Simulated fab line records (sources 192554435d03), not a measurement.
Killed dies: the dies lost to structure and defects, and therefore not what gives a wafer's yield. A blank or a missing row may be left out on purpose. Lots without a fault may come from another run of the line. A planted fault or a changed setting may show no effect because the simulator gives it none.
Split-lot trial || flow n5Finfet || on a route of 1938 steps: 7 lots, 39 wafers read

## SPLIT DETAILS
At N5_BEOL_M1_ILD_DEP_00 (deposits SiOC from DEMS/O2, target thk 79 nm, time 15.3 s), the setting targetThkA was moved away from the recipe's 790 angstrom on 18 of the 39 wafers read, by -19.7% to +50.8%. For the rest of the wafers, this setting stayed at what the recipe calls for.

Split to reading: the file shows no intervening step.

## THE READING
At N5_BEOL_M1_THK_MEAS_01: M1_ILD_THK, given in nm. A value of 79.8 nm with a standard deviation of 1.2 nm is what fault-free wafers of this fab line usually give.

{"wafer": "L074.1", "tool, chamber at the split": "pecvd-03, 1", "targetThkA as run, angstrom": 634.3, "against the recipe": "-19.7%", "M1_ILD_THK, nm": 62.7, "against lot-mates on the recipe": -17.9}
{"wafer": "L074.2", "tool, chamber at the split": "pecvd-03, 2", "targetThkA as run, angstrom": 790, "against the recipe": "recipe", "M1_ILD_THK, nm": 80.4, "against lot-mates on the recipe": "-"}
{"wafer": "L074.3", "tool, chamber at the split": "pecvd-03, 0", "targetThkA as run, angstrom": 634.3, "against the recipe": "-19.7%", "M1_ILD_THK, nm": 63.8, "against lot-mates on the recipe": -16.8}
{"wafer": "L074.4", "tool, chamber at the split": "pecvd-03, 2", "targetThkA as run, angstrom": 790, "against the recipe": "recipe", "M1_ILD_THK, nm": 82.5, "against lot-mates on the recipe": "-"}
{"wafer": "L074.5", "tool, chamber at the split": "pecvd-03, 1", "targetThkA as run, angstrom": 790, "against the recipe": "recipe", "M1_ILD_THK, nm": 78.8, "against lot-mates on the recipe": "-"}
{"wafer": "L074.6", "tool, chamber at the split": "pecvd-03, 0", "targetThkA as run, angstrom": 634.3, "against the recipe": "-19.7%", "M1_ILD_THK, nm": 64.5, "against lot-mates on the recipe": -16.1}
{"wafer": "L080.1", "tool, chamber at the split": "pecvd-01, 1", "targetThkA as run, angstrom": 790, "against the recipe": "recipe", "M1_ILD_THK, nm": 78.9, "against lot-mates on the recipe": "-"}
{"wafer": "L080.3", "tool, chamber at the split": "pecvd-01, 2", "targetThkA as run, angstrom": 790, "against the recipe": "recipe", "M1_ILD_THK, nm": 79.2, "against lot-mates on the recipe": "-"}
{"wafer": "L080.5", "tool, chamber at the split": "pecvd-01, 1", "targetThkA as run, angstrom": 790, "against the recipe": "recipe", "M1_ILD_THK, nm": 81.4, "against lot-mates on the recipe": "-"}
{"wafer": "L081.1", "tool, chamber at the split": "pecvd-03, 2", "targetThkA as run, angstrom": 790, "against the recipe": "recipe", "M1_ILD_THK, nm": 79.9, "against lot-mates on the recipe": "-"}
{"wafer": "L081.2", "tool, chamber at the split": "pecvd-03, 1", "targetThkA as run, angstrom": 1028, "against the recipe": "+30.1%", "M1_ILD_THK, nm": 101.9, "against lot-mates on the recipe": "+21.3"}
{"wafer": "L081.3", "tool, chamber at the split": "pecvd-03, 0", "targetThkA as run, angstrom": 1028, "against the recipe": "+30.1%", "M1_ILD_THK, nm": 102.5, "against lot-mates on the recipe": "+21.9"}
{"wafer": "L081.4", "tool, chamber at the split": "pecvd-03, 0", "targetThkA as run, angstrom": 1028, "against the recipe": "+30.1%", "M1_ILD_THK, nm": 103.9, "against lot-mates on the recipe": "+23.3"}
{"wafer": "L081.5", "tool, chamber at the split": "pecvd-03, 2", "targetThkA as run, angstrom": 790, "against the recipe": "recipe", "M1_ILD_THK, nm": 82.5, "against lot-mates on the recipe": "-"}
{"wafer": "L081.6", "tool, chamber at the split": "pecvd-03, 1", "targetThkA as run, angstrom": 790, "against the recipe": "recipe", "M1_ILD_THK, nm": 79.4, "against lot-mates on the recipe": "-"}
{"wafer": "L082.1", "tool, chamber at the split": "pecvd-03, 1", "targetThkA as run, angstrom": 790, "against the recipe": "recipe", "M1_ILD_THK, nm": 78.5, "against lot-mates on the recipe": "-"}
{"wafer": "L082.2", "tool, chamber at the split": "pecvd-03, 2", "targetThkA as run, angstrom": 790, "against the recipe": "recipe", "M1_ILD_THK, nm": 81.0, "against lot-mates on the recipe": "-"}
{"wafer": "L082.3", "tool, chamber at the split": "pecvd-03, 0", "targetThkA as run, angstrom": 656.9, "against the recipe": "-16.8%", "M1_ILD_THK, nm": 66.4, "against lot-mates on the recipe": -13.3}
{"wafer": "L082.4", "tool, chamber at the split": "pecvd-03, 2", "targetThkA as run, angstrom": 656.9, "against the recipe": "-16.8%", "M1_ILD_THK, nm": 68.7, "against lot-mates on the recipe": -11.0}
{"wafer": "L082.5", "tool, chamber at the split": "pecvd-03, 0", "targetThkA as run, angstrom": 790, "against the recipe": "recipe", "M1_ILD_THK, nm": 79.6, "against lot-mates on the recipe": "-"}
{"wafer": "L082.6", "tool, chamber at the split": "pecvd-03, 1", "targetThkA as run, angstrom": 656.9, "against the recipe": "-16.8%", "M1_ILD_THK, nm": 65.4, "against lot-mates on the recipe": -14.3}
{"wafer": "L083.1", "tool, chamber at the split": "pecvd-04, 1", "targetThkA as run, angstrom": 1186, "against the recipe": "+50.1%", "M1_ILD_THK, nm": 117.0, "against lot-mates on the recipe": "+38.6"}
{"wafer": "L083.2", "tool, chamber at the split": "pecvd-04, 0", "targetThkA as run, angstrom": 790, "against the recipe": "recipe", "M1_ILD_THK, nm": 77.8, "against lot-mates on the recipe": "-"}
{"wafer": "L083.3", "tool, chamber at the split": "pecvd-04, 2", "targetThkA as run, angstrom": 1186, "against the recipe": "+50.1%", "M1_ILD_THK, nm": 118.2, "against lot-mates on the recipe": "+39.8"}
{"wafer": "L083.4", "tool, chamber at the split": "pecvd-04, 1", "targetThkA as run, angstrom": 790, "against the recipe": "recipe", "M1_ILD_THK, nm": 78.3, "against lot-mates on the recipe": "-"}
{"wafer": "L083.5", "tool, chamber at the split": "pecvd-04, 0", "targetThkA as run, angstrom": 790, "against the recipe": "recipe", "M1_ILD_THK, nm": 79.2, "against lot-mates on the recipe": "-"}
{"wafer": "L083.6", "tool, chamber at the split": "pecvd-04, 2", "targetThkA as run, angstrom": 1186, "against the recipe": "+50.1%", "M1_ILD_THK, nm": 120.0, "against lot-mates on the recipe": "+41.6"}
{"wafer": "L090.1", "tool, chamber at the split": "pecvd-01, 1", "targetThkA as run, angstrom": 1191, "against the recipe": "+50.8%", "M1_ILD_THK, nm": 120.9, "against lot-mates on the recipe": "+40.1"}
{"wafer": "L090.2", "tool, chamber at the split": "pecvd-01, 2", "targetThkA as run, angstrom": 790, "against the recipe": "recipe", "M1_ILD_THK, nm": 79.8, "against lot-mates on the recipe": "-"}
{"wafer": "L090.3", "tool, chamber at the split": "pecvd-01, 0", "targetThkA as run, angstrom": 1191, "against the recipe": "+50.8%", "M1_ILD_THK, nm": 120.2, "against lot-mates on the recipe": "+39.4"}
{"wafer": "L090.4", "tool, chamber at the split": "pecvd-01, 0", "targetThkA as run, angstrom": 1191, "against the recipe": "+50.8%", "M1_ILD_THK, nm": 122.1, "against lot-mates on the recipe": "+41.3"}
{"wafer": "L090.5", "tool, chamber at the split": "pecvd-01, 1,2", "targetThkA as run, angstrom": 790, "against the recipe": "recipe", "M1_ILD_THK, nm": 81.3, "against lot-mates on the recipe": "-"}
{"wafer": "L090.6", "tool, chamber at the split": "pecvd-01, 1,2", "targetThkA as run, angstrom": 790, "against the recipe": "recipe", "M1_ILD_THK, nm": 81.3, "against lot-mates on the recipe": "-"}
{"wafer": "L096.1", "tool, chamber at the split": "pecvd-04, 2", "targetThkA as run, angstrom": 790, "against the recipe": "recipe", "M1_ILD_THK, nm": 79.0, "against lot-mates on the recipe": "-"}
{"wafer": "L096.2", "tool, chamber at the split": "pecvd-04, 1", "targetThkA as run, angstrom": 790, "against the recipe": "recipe", "M1_ILD_THK, nm": 77.5, "against lot-mates on the recipe": "-"}
{"wafer": "L096.3", "tool, chamber at the split": "pecvd-04, 0", "targetThkA as run, angstrom": 1118, "against the recipe": "+41.5%", "M1_ILD_THK, nm": 110.4, "against lot-mates on the recipe": "+32.1"}
{"wafer": "L096.4", "tool, chamber at the split": "pecvd-04, 1", "targetThkA as run, angstrom": 790, "against the recipe": "recipe", "M1_ILD_THK, nm": 78.3, "against lot-mates on the recipe": "-"}
{"wafer": "L096.5", "tool, chamber at the split": "pecvd-04, 0", "targetThkA as run, angstrom": 1118, "against the recipe": "+41.5%", "M1_ILD_THK, nm": 111.2, "against lot-mates on the recipe": "+32.9"}
{"wafer": "L096.6", "tool, chamber at the split": "pecvd-04, 2", "targetThkA as run, angstrom": 1118, "against the recipe": "+41.5%", "M1_ILD_THK, nm": 113.3, "against lot-mates on the recipe": "+35.0"}
If several chambers appear in one row, that row covers several wafers at once and the file leaves open which wafer was in which chamber.

FIT RESULTS
A straight line over all 39 wafers: M1_ILD_THK changes by +0.786 nm for each +1% of targetThkA; r = +1.00; the points scatter about the line by 1.4 nm.
The same after taking each lot's own level away (the mean of its wafers on the recipe; 39 wafers): +0.795 nm for each +1%; r = +1.00; scatter 1.2 nm.
Per that fit: largest targetThkA move, reading shift of 40 nm.
Measured against the standard deviation above, the lots' own levels, which go from 78.27 to 80.80 nm, span 2.1 times it.
The two slopes are in agreement: the lot-to-lot level therefore moves the slope only a little.
Check: +40.2 nm against its lot-mates is what the line predicts for one of the wafers moved furthest among these (+50.8%) when that wafer is left out of the fit. Against them it came out at +40.1 nm.

## THE OTHER SPLITS THESE WAFERS WENT THROUGH
Other splits were also applied to these wafers ahead of the reading. Each is held against what the fit with the lots' levels taken away leaves over:
{"other split on the same wafers": "N5_SD_EPI_P_EPI_21 epiGrowthTimeS", "wafers away from the commonest value": 12, "r with M1_ILD_THK (lot level and that fit taken away)": "+0.02"}
{"other split on the same wafers": "N5_BEOL_M0_SAQP_DESCUM_19 timeS", "wafers away from the commonest value": 12, "r with M1_ILD_THK (lot level and that fit taken away)": -0.21}

## THE WHOLE CHAIN: every reading that the file lists as answering this split, in the file's order
{"step": "N5_BEOL_M1_ILD_DEP_00", "what it does": "deposits SiOC from DEMS/O2, target thk 79 nm, time 15.3 s", "reading": "SiOC_of_BEOL_M1_ILD_DEP_00.thkNm (the simulator's own value, which no gauge read)", "change (the file's fit)": "+0.792 nm for each +1% of the setting", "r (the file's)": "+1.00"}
{"step": "N5_BEOL_M1_THK_MEAS_01", "what it does": "", "reading": "M1_ILD_THK", "change (the file's fit)": "+0.793 for each +1% of the setting", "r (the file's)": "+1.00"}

## FILE'S OWN FIT
M1_ILD_THK changes by +0.793 nm for each +1% of targetThkA, r = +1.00.
